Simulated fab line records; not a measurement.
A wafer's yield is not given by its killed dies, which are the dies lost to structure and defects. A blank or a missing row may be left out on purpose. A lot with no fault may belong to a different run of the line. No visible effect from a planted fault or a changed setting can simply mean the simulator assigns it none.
fab line records	flow n5Finfet
[record] lots = 24	wafers = 72	lastDay = 19
route steps=1938 shown BEOL_M15@1825 MIM_TOP_ETCH@1853 MIM_BOT_ETCH@1867 PASS1_CAP@1874 TV_LITHO@1883
lots that met no fault: from a run of the same line without faults
startH: hours from the record's opening day to when the first of the lot's shown wafers began	waitH: time in hours since the lot's previous step	" as in the row above	L1.1+2: a row that stands for several wafers	- no value, or no start given	* or withheld: withheld	< > ~ a bound
route shown NAME@n: a module of which the file shows steps, and the number in the route of the first	usual: average and standard deviation across the fault-free wafers	same: alike in all rows	chamber/n: place in a boat	sites: each site's reading	_std_site: standard deviation of those values	_edge_site: outer sites' mean less inner sites'	radiusMm: for every site, how far away it sits from the centre of the wafer	mask NAME#n: copy n	behind: the last tool/chamber to shape the wafer	hold: cause of the lot's hold/its duration in hours/its outcome	device: transistor that didn't switch, given as n, p or np	end of line: tests of these same wafers at the route's end	for a step that has no rows: nothing shown but its recipe	killed: at the first sort, the dies lost to defects and structure; wafer yield is something else	map: the dies of a wafer, with x for killed, . for not killed, _ for no die there
set.NAME: the setting as run; set.NAME@STEP: as run at that earlier step	model.NAME: the simulator's own value behind a step, which no gauge read
the route's steps for a sample of lots (tables are steps, rows are wafers)
services: a tool's chamber out of use, with start hour (startH, from the record's first day; less than 0 if before it), hours out, and reason
[[steps]]
[step N5_BEOL_M15_THK_MEAS_50]
[recipe] thkMeasGauge = xrf	reads = Cu_of_BEOL_M15_ECD_47
[usual] M15_THK = 855/14
lot.wafer	tool	chamber	startH	waitH	M15_THK[nm]
L074.4	filmMetro-01	-	288.82	-	879
L074.5	"	-	"	"	853
L074.6	"	-	"	"	856
L075.1	filmMetro-02	-	302.20	-	844
L075.2	"	-	"	"	824
L075.4	"	-	"	"	815
L077.1	filmMetro-02	-	303.80	-	858
L077.2	"	-	"	"	841
L077.3	"	-	"	"	843
L076.1	filmMetro-02	-	304.42	-	836
L076.3	"	-	"	"	856
L076.4	"	-	"	"	858
L078.2	filmMetro-01	-	305.05	-	865
L078.4	"	-	"	"	860
L078.5	"	-	"	"	864
L080.1	filmMetro-01	-	306.35	-	862
L080.2	"	-	"	"	847
L080.6	"	-	"	"	855
L081.1	filmMetro-01	-	317.67	-	860
L081.3	"	-	"	"	836
L081.4	"	-	"	"	858
L079.2	filmMetro-02	-	332.28	-	858
L079.3	"	-	"	"	844
L079.6	"	-	"	"	851
L082.2	filmMetro-01	-	333.03	-	863
L082.3	"	-	"	"	871
L082.4	"	-	"	"	860
L083.1	filmMetro-01	-	333.30	-	872
L083.4	"	-	"	"	860
L083.6	"	-	"	"	867
L084.3	filmMetro-01	-	343.08	-	862
L084.5	"	-	"	"	851
L084.6	"	-	"	"	857
L087.1	filmMetro-01	-	343.71	-	847
L087.3	"	-	"	"	846
L087.6	"	-	"	"	840
L085.4	filmMetro-01	-	360.13	-	862
L085.5	"	-	"	"	855
L085.6	"	-	"	"	873
L088.2	filmMetro-01	-	363.59	-	849
L088.4	"	-	"	"	853
L088.6	"	-	"	"	820
L089.1	filmMetro-02	-	367.77	-	853
L089.4	"	-	"	"	864
L089.6	"	-	"	"	865
L086.1	filmMetro-01	-	371.83	-	838
L086.4	"	-	"	"	848
L086.5	"	-	"	"	843
L091.4	filmMetro-02	-	372.16	-	845
L091.5	"	-	"	"	870
L091.6	"	-	"	"	869
L092.1	filmMetro-01	-	393.01	-	860
L092.2	"	-	"	"	840
L092.5	"	-	"	"	870
L090.2	filmMetro-02	-	395.38	-	875
L090.3	"	-	"	"	869
L090.4	"	-	"	"	846
L093.2	filmMetro-01	-	401.60	-	855
L093.4	"	-	"	"	841
L093.5	"	-	"	"	839
L095.2	filmMetro-01	-	402.47	-	869
L095.3	"	-	"	"	855
L095.6	"	-	"	"	852
L094.2	filmMetro-02	-	423.16	-	826
L094.4	"	-	"	"	845
L094.5	"	-	"	"	845
L096.3	filmMetro-01	-	438.97	-	835
L096.4	"	-	"	"	848
L096.6	"	-	"	"	868
L097.3	filmMetro-02	-	447.62	-	871
L097.4	"	-	"	"	864
L097.5	"	-	"	"	866
[step N5_BEOL_M15_DEP_53]
[recipe] material = SiCN	targetThkA = 500	tempC = withheld	precursor = 3MS/NH3	pressureTorr = 3	rfW = 675	timeS = 17.8
[usual] showerheadPlenumPTorr = 4.157/0.013	throttleValvePct = 17.6/0.77
lot.wafer	tool	chamber	startH	waitH	showerheadPlenumPTorr	throttleValvePct
L074.4	pecvd-04	1	288.89	0.0	4.161	18.2
L074.5	"	2	"	"	4.147	16.7
L074.6	"	0	"	"	4.158	17.3
L075.1	pecvd-02	1	302.26	0.0	4.163	19.5
L075.2	"	2	"	"	4.156	18.0
L075.4	"	1	"	"	4.153	19.7
L077.1	pecvd-01	2	303.86	0.0	4.162	16.2
L077.2	"	1	"	"	4.133	18.6
L077.3	"	0	"	"	4.173	17.5
L076.1	pecvd-01	1	304.49	0.0	4.136	18.7
L076.3	"	2	"	"	4.161	16.1
L076.4	"	2	"	"	4.166	16.0
L078.2	pecvd-04	2	305.11	0.0	4.158	16.9
L078.4	"	2	"	"	4.141	16.9
L078.5	"	1	"	"	4.154	17.9
L080.1	pecvd-04	1	306.41	0.0	4.172	18.2
L080.2	"	2	"	"	4.155	16.9
L080.6	"	2	"	"	4.147	16.9
L081.1	pecvd-01	0	317.75	0.0	4.169	17.6
L081.3	"	0	"	"	4.162	17.7
L081.4	"	2	"	"	4.164	16.0
L079.2	pecvd-04	1	332.35	0.0	4.157	18.5
L079.3	"	1	"	"	4.157	18.4
L079.6	"	2	"	"	4.149	17.0
L082.2	pecvd-04	1	333.10	0.0	4.164	18.2
L082.3	"	1	"	"	4.172	18.4
L082.4	"	2	"	"	4.154	17.1
L083.1	pecvd-04	1	333.38	0.0	4.160	18.4
L083.4	"	1	"	"	4.172	18.3
L083.6	"	2	"	"	4.141	16.9
L084.3	pecvd-01	2	343.14	0.0	4.170	16.3
L084.5	"	0	"	"	4.160	17.5
L084.6	"	1	"	"	4.120	18.4
L087.1	pecvd-04	2	343.78	0.0	4.167	16.7
L087.3	"	2	"	"	4.139	16.5
L087.6	"	1	"	"	4.164	18.4
L085.4	pecvd-01	0	360.20	0.0	4.162	17.7
L085.5	"	2	"	"	4.172	16.1
L085.6	"	1	"	"	4.133	18.6
L088.2	pecvd-01	0	363.65	0.0	4.172	17.6
L088.4	"	1	"	"	4.138	18.4
L088.6	"	0	"	"	4.161	17.6
L089.1	pecvd-04	0	367.85	0.0	4.160	17.3
L089.4	"	0	"	"	4.148	17.3
L089.6	"	0	"	"	4.158	17.4
L086.1	pecvd-04	2	371.91	0.0	4.142	16.9
L086.4	"	2	"	"	4.153	16.9
L086.5	"	0	"	"	4.154	17.3
L091.4	pecvd-04	2	372.24	0.0	4.145	17.0
L091.5	"	0	"	"	4.144	17.5
L091.6	"	1	"	"	4.165	18.6
L092.1	pecvd-02	0	393.08	0.0	4.191	17.8
L092.2	"	2	"	"	4.137	17.9
L092.5	"	0	"	"	4.175	18.0
L090.2	pecvd-02	2	395.46	0.0	4.140	18.0
L090.3	"	2	"	"	4.148	18.2
L090.4	"	0	"	"	4.184	18.1
L093.2	pecvd-01	0	401.66	0.0	4.166	17.5
L093.4	"	2	"	"	4.152	16.1
L093.5	"	1	"	"	4.151	18.5
L095.2	pecvd-04	2	402.53	0.0	4.152	16.9
L095.3	"	0	"	"	4.158	17.5
L095.6	"	0	"	"	4.159	17.3
L094.2	pecvd-04	1	423.22	0.0	4.166	18.0
L094.4	"	1	"	"	4.175	18.3
L094.5	"	2	"	"	4.150	16.9
L096.3	pecvd-04	2	439.03	0.0	4.136	17.1
L096.4	"	2	"	"	4.151	17.2
L096.6	"	0	"	"	4.155	17.4
L097.3	pecvd-04	1	447.68	0.0	4.164	18.3
L097.4	"	0	"	"	4.158	17.3
L097.5	"	2	"	"	4.145	17.2
[step N5_MIM_TOP_ETCH_PECVD_03]
[recipe] material = SiNx	targetThkA = 200	tempC = 400	precursor = SiH4/NH3/N2	pressureTorr = 1.5	rfW = 300	timeS = 17.6
[usual] heaterPowerOuterW = 437/76	heaterPowerW = 745/100	showerheadPlenumPTorr = 5.12/0.063	susceptorTempC = 399.99/0.2	throttleValvePct = 38.9/1.9
lot.wafer	tool	chamber	startH	waitH	heaterPowerOuterW	heaterPowerW	showerheadPlenumPTorr	susceptorTempC	throttleValvePct
L074.4	pecvd-04	2	293.21	-	560	902	5.11	400.06	37.2
L074.5	"	0	"	"	467	770	5.12	400.18	38.3
L074.6	"	1	"	"	420	743	5.15	399.94	40.4
L075.1	pecvd-02	2	306.42	-	471	771	5.09	400.16	39.5
L075.2	"	0	"	"	503	884	5.21	399.88	40.1
L075.4	"	0	"	"	502	915	5.24	399.70	40.1
L077.1	pecvd-03	0	308.60	-	318	572	5.11	399.87	39.0
L077.2	"	2	"	"	474	817	4.97	399.97	35.2
L077.3	"	1	"	"	397	689	5.15	400.06	38.8
L076.1	pecvd-03	1	309.86	-	423	742	5.15	400.17	39.0
L076.3	"	0	"	"	257	495	5.10	400.27	38.9
L076.4	"	2	"	"	433	745	4.97	400.24	35.1
L078.2	pecvd-03	2	310.27	-	457	784	4.97	400.29	35.2
L078.4	"	1	"	"	445	784	5.15	399.64	38.8
L078.5	"	2	"	"	464	788	4.98	399.90	35.2
L080.1	pecvd-02	2	312.54	-	475	780	5.10	400.31	39.3
L080.2	"	0	"	"	401	789	5.23	400.06	40.1
L080.6	"	2	"	"	473	771	5.09	400.31	39.8
L081.1	pecvd-03	0	323.60	-	257	498	5.10	400.06	38.8
L081.3	"	1	"	"	405	712	5.15	400.23	38.7
L081.4	"	2	"	"	476	796	4.97	399.68	35.1
L079.2	pecvd-03	1	336.79	-	429	742	5.14	399.90	38.8
L079.3	"	0	"	"	277	532	5.11	399.92	38.9
L079.6	"	0	"	"	278	514	5.11	400.10	39.2
L083.1	pecvd-02	2	337.21	-	465	754	5.08	400.20	39.4
L083.4	"	2	"	"	457	763	5.09	399.97	39.7
L083.6	"	1	"	"	537	805	5.14	400.18	43.4
L082.2	pecvd-03	0	337.24	-	283	530	5.10	400.01	39.2
L082.3	"	1	"	"	446	759	5.15	399.75	38.7
L082.4	"	0	"	"	291	525	5.10	399.92	39.1
L087.1	pecvd-04	2	346.62	-	592	914	5.11	399.93	37.6
L087.3	"	1	"	"	423	743	5.14	399.83	40.5
L087.6	"	1	"	"	424	732	5.15	400.07	40.5
L084.3	pecvd-03	2	349.23	-	458	795	4.97	399.90	35.2
L084.5	"	1	"	"	425	755	5.16	399.74	38.9
L084.6	"	2	"	"	471	813	4.98	400.09	35.2
L085.4	pecvd-04	2	364.22	-	589	919	5.12	399.94	37.3
L085.5	"	1	"	"	382	672	5.16	400.17	40.4
L085.6	"	0	"	"	438	745	5.13	399.63	38.4
L088.2	pecvd-03	1	367.26	-	455	793	5.15	399.89	38.6
L088.4	"	2	"	"	386	674	4.99	400.55	35.2
L088.6	"	0	"	"	300	540	5.10	400.12	38.8
L089.1	pecvd-03	2	372.07	-	418	743	4.99	399.97	34.9
L089.4	"	0	"	"	303	543	5.10	399.87	39.0
L089.6	"	1	"	"	394	696	5.15	400.04	39.2
L086.1	pecvd-02	1	375.93	-	521	811	5.16	399.81	43.3
L086.4	"	2	"	"	411	710	5.08	400.00	39.8
L086.5	"	0	"	"	445	843	5.21	399.90	40.0
L091.4	pecvd-02	0	377.90	-	413	789	5.23	399.92	40.0
L091.5	"	2	"	"	406	659	5.09	400.32	39.8
L091.6	"	1	"	"	495	751	5.16	399.94	43.4
L092.1	pecvd-04	2	396.57	-	556	905	5.11	400.14	37.5
L092.2	"	1	"	"	411	710	5.15	399.99	40.3
L092.5	"	2	"	"	563	899	5.10	399.93	37.6
L090.2	pecvd-04	2	401.61	-	560	909	5.12	399.75	37.7
L090.3	"	0	"	"	470	776	5.12	399.85	37.9
L090.4	"	2	"	"	575	902	5.12	399.65	37.7
L093.2	pecvd-02	0	405.51	-	394	780	5.23	400.39	40.2
L093.4	"	2	"	"	466	771	5.08	400.10	39.5
L093.5	"	0	"	"	399	768	5.24	400.40	40.0
L095.2	pecvd-04	1	407.47	-	451	734	5.16	400.07	40.4
L095.3	"	2	"	"	546	848	5.12	400.12	37.9
L095.6	"	0	"	"	420	676	5.13	400.03	38.3
L094.2	pecvd-02	2	426.71	-	410	705	5.09	400.29	39.9
L094.4	"	2	"	"	419	692	5.10	400.11	39.9
L094.5	"	1	"	"	502	778	5.13	399.92	38.4
L096.3	pecvd-04	2	445.07	-	569	891	5.13	399.81	37.4
L096.4	"	2	"	"	572	889	5.12	399.93	37.7
L096.6	"	1	"	"	428	730	5.15	399.72	40.3
L097.3	pecvd-04	1	452.54	-	413	725	5.15	400.04	40.5
L097.4	"	1	"	"	425	704	5.16	399.85	40.4
L097.5	"	2	"	"	508	827	5.10	399.91	37.7
[step N5_MIM_BOT_ETCH_ETCH_03]
[recipe] chemistry = Cl2/BCl3	targetDepthA = 120	pressureMtorr = 8	icpW = 800	biasW = 100	Cl2_flow_sccm = 20	bcl3FlowSccm = 80
[usual] drypumpMotorCurrentA = 5.5/0.44	oesProductAu = 0.77/0.084	throttleValvePct = 27.61/0.11
lot.wafer	tool	chamber	startH	waitH	drypumpMotorCurrentA	oesProductAu	rfHoursCounterH	throttleValvePct
L074.4	rieMetal-01	1	293.94	0.1	6.5	0.70	-	27.79
L074.5	"	1	"	"	6.5	0.71	-	27.79
L074.6	"	0	"	"	5.4	0.87	-	27.62
L075.1	rieMetal-02	1	307.02	0.1	5.5	0.86	14	27.46
L075.2	"	0	"	"	5.5	0.73	62	27.56
L075.4	"	1	"	"	5.5	0.87	-	27.44
L077.1	rieMetal-03	0	309.33	0.1	5.1	0.67	88	27.70
L077.2	"	1	"	"	5.5	0.76	53	27.53
L077.3	"	1	"	"	5.5	0.76	-	27.54
L076.1	rieMetal-02	0	310.58	0.1	5.5	0.72	63	27.56
L076.3	"	0	"	"	5.6	0.72	-	27.56
L076.4	"	1	"	"	5.5	0.85	-	27.46
L078.2	rieMetal-03	1	310.87	0.1	5.5	0.76	53	27.52
L078.4	"	0	"	"	5.0	0.67	-	27.72
L078.5	"	0	"	"	5.0	0.68	-	27.72
L080.1	rieMetal-02	1	313.14	0.1	5.5	0.86	15	27.47
L080.2	"	0	"	"	5.5	0.73	63	27.57
L080.6	"	0	"	"	5.5	0.72	-	27.56
L081.1	rieMetal-02	1	324.20	0.1	5.5	0.85	16	27.47
L081.3	"	0	"	"	5.5	0.72	-	27.56
L081.4	"	1	"	"	5.5	0.85	-	27.46
L079.2	rieMetal-03	1	337.47	0.1	5.5	0.75	56	27.55
L079.3	"	1	"	"	5.5	0.75	-	27.53
L079.6	"	1	"	"	5.5	0.76	-	27.56
L083.1	rieMetal-02	0	337.81	0.1	5.5	0.72	65	27.58
L083.4	"	0	"	"	5.5	0.71	-	27.57
L083.6	"	1	"	"	5.5	0.85	-	27.45
L082.2	rieMetal-01	0	338.00	0.1	5.4	0.85	25	27.62
L082.3	"	0	"	"	5.4	0.85	-	27.62
L082.4	"	1	"	"	6.5	0.69	-	27.79
L087.1	rieMetal-02	0	347.37	0.1	5.5	0.71	66	27.56
L087.3	"	1	"	"	5.5	0.85	-	27.47
L087.6	"	0	"	"	5.5	0.71	-	27.57
L084.3	rieMetal-01	1	349.86	0.1	6.5	0.69	-	27.79
L084.5	"	0	"	"	5.4	0.84	-	27.63
L084.6	"	1	"	"	6.5	0.69	-	27.80
L085.4	rieMetal-02	0	364.84	0.1	5.5	0.71	-	27.57
L085.5	"	1	"	"	5.5	0.84	-	27.47
L085.6	"	0	"	"	5.5	0.72	-	27.59
L088.2	rieMetal-03	1	368.04	0.1	5.5	0.74	58	27.54
L088.4	"	1	"	"	5.5	0.75	-	27.53
L088.6	"	0	"	"	5.0	0.65	-	27.72
L089.1	rieMetal-03	1	372.79	0.1	5.5	0.75	59	27.52
L089.4	"	1	"	"	5.5	0.75	-	27.54
L089.6	"	1	"	"	5.5	0.74	-	27.55
L086.1	rieMetal-01	1	376.68	0.1	6.5	0.69	78	27.79
L086.4	"	0	"	"	5.4	0.83	-	27.61
L086.5	"	1	"	"	6.5	0.69	-	27.79
L091.4	rieMetal-03	0	378.76	0.1	5.0	0.66	-	27.71
L091.5	"	1	"	"	5.5	0.74	-	27.54
L091.6	"	0	"	"	5.0	0.65	-	27.72
L092.1	rieMetal-01	1	397.17	0.1	6.5	0.69	80	27.79
L092.2	"	0	"	"	5.4	0.83	30	27.62
L092.5	"	1	"	"	6.6	0.68	-	27.80
L090.2	rieMetal-01	1	402.21	0.1	6.6	0.68	81	27.81
L090.3	"	0	"	"	5.4	0.82	-	27.64
L090.4	"	1	"	"	6.6	0.68	-	27.80
L093.2	rieMetal-03	1	406.28	0.1	5.5	0.73	-	27.53
L093.4	"	1	"	"	5.5	0.74	-	27.54
L093.5	"	1	"	"	5.5	0.74	-	27.56
L095.2	rieMetal-01	1	408.27	0.1	6.5	0.68	81	27.79
L095.3	"	0	"	"	5.4	0.83	-	27.62
L095.6	"	1	"	"	6.5	0.68	-	27.81
L094.2	rieMetal-03	0	427.30	0.1	5.0	0.98	1	27.62
L094.4	"	0	"	"	5.0	0.97	-	27.62
L094.5	"	0	"	"	5.0	0.97	-	27.61
L096.3	rieMetal-03	0	445.82	0.1	5.0	0.96	-	27.62
L096.4	"	1	"	"	5.5	0.73	-	27.54
L096.6	"	0	"	"	5.0	0.96	-	27.61
L097.3	rieMetal-03	0	453.30	0.1	5.0	0.94	-	27.63
L097.4	"	1	"	"	5.5	0.72	-	27.55
L097.5	"	1	"	"	5.5	0.73	-	27.57
[step N5_PASSIVATION_PECVD_01]
[recipe] material = SiNx	targetThkA = 2000	tempC = 400	precursor = SiH4/NH3/N2	pressureTorr = 4.9	rfW = 1406	timeS = 43.2
[usual] heaterPowerOuterW = 150/75	heaterPowerW = 357/110	showerheadPlenumPTorr = 8.65/0.056	susceptorTempC = 400.02/0.2	throttleValvePct = 28.0/1.3
lot.wafer	tool	chamber	startH	waitH	heaterPowerOuterW	heaterPowerW	showerheadPlenumPTorr	susceptorTempC	throttleValvePct
L074.4	pecvd-04	0	294.71	0.0	180	387	8.65	400.07	27.9
L074.5	"	2	"	"	288	524	8.65	400.22	27.1
L074.6	"	1	"	"	52	236	8.72	399.83	29.7
L075.1	pecvd-03	2	307.89	0.0	176	402	8.51	400.24	25.5
L075.2	"	1	"	"	186	433	8.67	400.50	28.2
L075.4	"	1	"	"	190	425	8.67	399.90	28.4
L077.1	pecvd-01	0	310.17	0.0	244	516	8.72	400.17	28.4
L077.2	"	2	"	"	176	366	8.69	399.98	26.0
L077.3	"	0	"	"	260	525	8.69	400.28	28.6
L076.1	pecvd-04	0	311.35	0.0	77	253	8.66	399.82	27.8
L076.3	"	1	"	"	143	351	8.70	399.70	29.8
L076.4	"	1	"	"	149	352	8.69	399.93	29.3
L078.2	pecvd-03	2	311.63	0.0	179	419	8.50	400.29	25.9
L078.4	"	2	"	"	181	422	8.50	399.86	25.7
L078.5	"	1	"	"	189	422	8.69	399.69	28.3
L080.1	pecvd-03	2	313.93	0.0	195	432	8.50	400.12	25.9
L080.2	"	0	"	"	2	158	8.62	400.29	28.4
L080.6	"	2	"	"	86	285	8.50	399.61	25.9
L081.1	pecvd-04	1	324.97	0.0	155	375	8.67	400.23	29.3
L081.3	"	2	"	"	246	471	8.67	399.77	27.1
L081.4	"	2	"	"	256	473	8.65	399.62	27.1
L079.2	pecvd-01	1	338.23	0.0	101	260	8.60	400.05	30.2
L079.3	"	2	"	"	110	282	8.67	399.83	26.1
L079.6	"	0	"	"	223	489	8.69	399.46	28.5
L083.1	pecvd-04	1	338.59	0.0	139	339	8.67	400.06	29.7
L083.4	"	1	"	"	145	348	8.70	399.90	29.5
L083.6	"	1	"	"	151	356	8.68	400.10	29.5
L082.2	pecvd-03	1	338.76	0.0	100	303	8.68	399.99	28.1
L082.3	"	0	"	"	28	184	8.65	400.08	28.3
L082.4	"	1	"	"	110	326	8.68	400.23	28.5
L087.1	pecvd-04	0	348.19	0.0	79	262	8.67	400.12	27.6
L087.3	"	2	"	"	291	529	8.63	399.97	27.5
L087.6	"	2	"	"	176	377	8.65	400.15	27.1
L084.3	pecvd-01	1	350.59	0.0	114	275	8.61	400.00	29.9
L084.5	"	0	"	"	255	530	8.69	399.98	28.6
L084.6	"	1	"	"	124	293	8.63	400.10	29.9
L085.4	pecvd-04	0	365.62	0.0	124	316	8.67	400.06	28.1
L085.5	"	1	"	"	115	313	8.68	400.37	29.7
L085.6	"	0	"	"	135	330	8.66	399.89	28.1
L088.2	pecvd-03	2	368.83	0.0	198	433	8.51	400.14	25.8
L088.4	"	0	"	"	0	140	8.63	400.01	28.6
L088.6	"	2	"	"	202	440	8.52	400.12	25.7
L089.1	pecvd-01	1	373.68	0.0	194	381	8.61	400.41	30.1
L089.4	"	1	"	"	193	396	8.61	399.98	29.9
L089.6	"	2	"	"	127	308	8.69	399.94	26.0
L086.1	pecvd-04	2	377.45	0.0	242	472	8.66	400.10	27.4
L086.4	"	2	"	"	254	473	8.63	400.13	27.2
L086.5	"	0	"	"	100	281	8.65	400.31	28.2
L091.4	pecvd-03	1	379.53	0.0	124	331	8.71	400.37	28.4
L091.5	"	2	"	"	188	439	8.52	400.13	25.8
L091.6	"	0	"	"	28	191	8.63	400.13	28.7
L092.1	pecvd-04	1	397.93	0.0	135	333	8.69	399.88	29.7
L092.2	"	2	"	"	268	502	8.65	399.97	27.7
L092.5	"	2	"	"	270	507	8.65	400.12	27.6
L090.2	pecvd-01	0	402.97	0.0	207	470	8.71	399.95	28.6
L090.3	"	2	"	"	121	302	8.69	400.09	25.8
L090.4	"	0	"	"	223	477	8.72	400.01	28.4
L093.2	pecvd-03	0	407.52	0.0	8	165	8.65	400.00	28.6
L093.4	"	0	"	"	13	171	8.65	400.05	28.6
L093.5	"	2	"	"	87	290	8.52	399.76	26.1
L095.2	pecvd-01	1	409.04	0.0	197	380	8.62	400.03	30.0
L095.3	"	0	"	"	278	574	8.68	399.91	28.3
L095.6	"	1	"	"	86	247	8.62	400.01	30.1
L094.2	pecvd-04	1	428.26	0.0	119	315	8.70	400.29	29.6
L094.4	"	1	"	"	127	334	8.68	399.99	29.8
L094.5	"	2	"	"	248	468	8.65	400.07	27.2
L096.3	pecvd-04	0	446.76	0.0	82	258	8.67	400.16	28.0
L096.4	"	0	"	"	93	281	8.65	400.23	28.0
L096.6	"	2	"	"	174	379	8.66	400.14	27.6
L097.3	pecvd-04	2	454.41	0.0	292	541	8.63	399.81	27.6
L097.4	"	1	"	"	102	295	8.69	399.87	29.4
L097.5	"	2	"	"	171	375	8.66	399.83	27.9
[step N5_PASSIVATION_CD_MEAS_10]
[recipe] targetCdNm = 3000	landingEnergyEv = 500	detector = seInlens
[usual] cdNm = 2999.7/1.7
lot.wafer	tool	chamber	startH	waitH	cdNm
L074.4	cdSem-03	0	295.66	-	2999.6
L074.5	"	0	"	"	3001.6
L074.6	"	0	"	"	2999.7
L075.1	cdSem-03	0	308.39	-	3001.4
L075.2	"	0	"	"	2999.2
L075.4	"	0	"	"	3000.1
L077.1	cdSem-01	0	311.35	-	3001.1
L077.2	"	0	"	"	3002.5
L077.3	"	0	"	"	3000.7
L076.1	cdSem-03	0	312.00	-	3003.6
L076.3	"	0	"	"	3000.9
L076.4	"	0	"	"	3000.5
L078.2	cdSem-01	0	312.24	-	2999.1
L078.4	"	0	"	"	2999.9
L078.5	"	0	"	"	2999.6
L080.1	cdSem-03	0	314.58	-	2999.8
L080.2	"	0	"	"	2999.0
L080.6	"	0	"	"	2998.0
L081.1	cdSem-03	0	325.67	-	2999.2
L081.3	"	0	"	"	2997.4
L081.4	"	0	"	"	2999.0
L083.1	cdSem-01	0	340.61	-	3003.3
L083.4	"	0	"	"	3000.7
L083.6	"	0	"	"	3003.3
L079.2	cdSem-01	0	340.78	-	2998.8
L079.3	"	0	"	"	3002.6
L079.6	"	0	"	"	3002.0
L082.2	cdSem-02	0	341.00	-	2998.0
L082.3	"	0	"	"	2998.9
L082.4	"	0	"	"	2998.8
L087.1	cdSem-01	0	348.89	-	3000.5
L087.3	"	0	"	"	3001.8
L087.6	"	0	"	"	3000.1
L084.3	cdSem-02	0	353.50	-	3002.2
L084.5	"	0	"	"	3003.2
L084.6	"	0	"	"	3000.8
L085.4	cdSem-02	0	369.59	-	2996.9
L085.5	"	0	"	"	2999.2
L085.6	"	0	"	"	3000.2
L088.2	cdSem-02	0	369.97	-	3002.7
L088.4	"	0	"	"	3000.7
L088.6	"	0	"	"	3000.8
L089.1	cdSem-01	0	376.53	-	3000.1
L089.4	"	0	"	"	3000.8
L089.6	"	0	"	"	3000.4
L086.1	cdSem-03	0	379.41	-	2999.6
L086.4	"	0	"	"	2997.9
L086.5	"	0	"	"	3001.5
L091.4	cdSem-01	0	382.35	-	3000.8
L091.5	"	0	"	"	2998.9
L091.6	"	0	"	"	3000.3
L092.1	cdSem-03	0	399.42	-	2999.1
L092.2	"	0	"	"	2999.0
L092.5	"	0	"	"	2997.5
L090.2	cdSem-01	0	406.52	-	2997.3
L090.3	"	0	"	"	2998.6
L090.4	"	0	"	"	2997.8
L093.2	cdSem-02	0	408.12	-	2997.0
L093.4	"	0	"	"	2998.9
L093.5	"	0	"	"	3001.0
L095.2	cdSem-03	0	412.86	-	2999.8
L095.3	"	0	"	"	2999.4
L095.6	"	0	"	"	2997.6
L094.2	cdSem-02	0	433.47	-	3000.4
L094.4	"	0	"	"	2998.5
L094.5	"	0	"	"	2997.6
L096.3	cdSem-01	0	449.99	-	2997.9
L096.4	"	0	"	"	2998.8
L096.6	"	0	"	"	2998.7
L097.3	cdSem-01	0	456.42	-	2997.8
L097.4	"	0	"	"	2997.5
L097.5	"	0	"	"	2999.7
[[services]]
tool	chamber	startH	hours	kind
rieMetal-01	1	274.34	2.2	repair
pecvd-02	1	288.34	2.1	scheduledDown
pecvd-01	1	309.99	16.9	repair
pecvd-02	-	310.81	0.5	repair
pecvd-03	1	313.05	5.5	scheduledDown
pecvd-04	0	328.19	19.8	repair
pecvd-03	0	339.53	21.9	repair
pecvd-04	2	349.28	2.9	repair
pecvd-04	-	359.94	3.2	repair
pecvd-04	2	364.51	5.5	scheduledDown
pecvd-02	1	365.53	5.5	scheduledDown
pecvd-04	1	369.97	2.1	scheduledDown
pecvd-02	1	383.62	-	clean
pecvd-02	1	383.62	-	consumableReplace:showerhead
pecvd-02	1	383.62	29.0	scheduledDown
pecvd-02	1	383.62	29.0	ventCycle
pecvd-01	0	389.88	2.1	scheduledDown
pecvd-03	-	397.88	2.8	pm
rieMetal-03	0	399.16	-	clean
pecvd-03	-	408.84	5.8	repair
pecvd-03	-	417.26	5.3	repair
pecvd-04	2	429.28	4.8	repair
rieMetal-03	-	444.05	0.3	repair
pecvd-01	-	453.69	5.5	pm
[[key]]
fault none
